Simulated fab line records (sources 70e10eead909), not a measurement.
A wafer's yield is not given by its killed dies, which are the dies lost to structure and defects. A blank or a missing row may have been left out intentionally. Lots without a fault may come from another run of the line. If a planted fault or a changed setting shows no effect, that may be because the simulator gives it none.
Shared-tool check ; flow nand_harc ; 12 lots and 36 wafers in the sample

THE REASON FOR OPENING IT
Flagged at NHARC_A_ONON_D1_THK_MEAS_30: reading thk_nm, on 2 of 12 lots. Wafers without a fault read 998 nm, standard deviation 9.5.
Rule: a lot is flagged when every wafer of it that has a number lies more than 4 standard deviations from that mean, or none has a number. As for the other lots, they are considered sound.

lot;measured;on;thk_nm (nm), wafer by wafer;flag
L578;day 8 20:58;film_metro-01;1006 1006 1008;
L577;day 8 20:59;film_metro-01;980 982 981;
L579;day 8 21:07;film_metro-02;990 990 990;
L581;day 9 11:42;film_metro-01;1012 1012 1010;
L582;day 9 11:43;film_metro-02;991 991 992;
L585;day 10 11:17;film_metro-02;1013 1013 1014;
L589;day 11 10:05;film_metro-01;1605 1606 1603;FLAGGED
L591;day 11 17:32;film_metro-02;1576 1576 1575;FLAGGED
L594;day 12 15:08;film_metro-02;990 988 990;
L595;day 13 05:28;film_metro-01;985 985 984;
L596;day 13 05:49;film_metro-01;993 994 991;
L598;day 14 04:45;film_metro-02;995 996 997;
The numbers of the flagged lots are 1590 nm on average: +592 nm against the usual, or +62 standard deviations.

WHICH TOOL EACH LOT WENT THROUGH
The record keeps 1 process step preceding the reading, out of 1159 steps on the route. Each cell gives the tool, then ch followed by the chambers the sampled wafers passed through, then the start.
lot;flag;NHARC_A_ONON_D1_DEP_28
L578;;pecvd_onon-02 ch 0, day 8 20:28
L577;;pecvd_onon-03 ch 0, day 8 20:35
L579;;pecvd_onon-04 ch 0, day 8 20:47
L581;;pecvd_onon-04 ch 0, day 9 11:19
L582;;pecvd_onon-02 ch 0, day 9 11:12
L585;;pecvd_onon-02 ch 0, day 10 10:47
L589;FLAGGED;pecvd_onon-02 ch 0, day 11 09:34
L591;FLAGGED;pecvd_onon-02 ch 0, day 11 17:01
L594;;pecvd_onon-04 ch 0, day 12 14:37
L595;;pecvd_onon-04 ch 0, day 13 04:57
L596;;pecvd_onon-04 ch 0, day 13 05:25
L598;;pecvd_onon-04 ch 0, day 14 04:14
What these steps do:
- NHARC_A_ONON_D1_DEP_28: target thk 1000 nm.
- NHARC_A_ONON_D1_THK_MEAS_30: measures by ellipsometry.

FLAGGED OVER TOTAL, TOOL BY TOOL (the gauges that took the reading come last)
step;tool;lots run;flagged;share of the flagged lots;sound lots run after its first flagged lot
NHARC_A_ONON_D1_DEP_28;pecvd_onon-02;5;2;all;0
NHARC_A_ONON_D1_DEP_28;pecvd_onon-03;1;0;none;-
NHARC_A_ONON_D1_DEP_28;pecvd_onon-04;6;0;none;-
NHARC_A_ONON_D1_THK_MEAS_30;film_metro-01;6;1;some;2 (L595,L596)
NHARC_A_ONON_D1_THK_MEAS_30;film_metro-02;6;1;some;2 (L594,L598)

WHAT IS ALLOWED BY THE TABLE
All flagged lots share 1 row of the table, namely pecvd_onon-02 at NHARC_A_ONON_D1_DEP_28.
- pecvd_onon-02 at NHARC_A_ONON_D1_DEP_28: 2 of its 5 lots flagged. Last sound lot L585 at day 10 10:47, first flagged lot L589 at day 11 09:34; a fault beginning in between fits.
pecvd_onon-02 at NHARC_A_ONON_D1_DEP_28 is the single tool remaining.

WHAT THE SIMULATOR PUT IN
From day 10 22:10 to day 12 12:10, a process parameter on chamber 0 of pecvd_onon-02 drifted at NHARC_A_ONON_D1_DEP_28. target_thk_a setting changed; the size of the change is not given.
Shown lots that were struck: L589, L591. This agrees with what the rule above found.
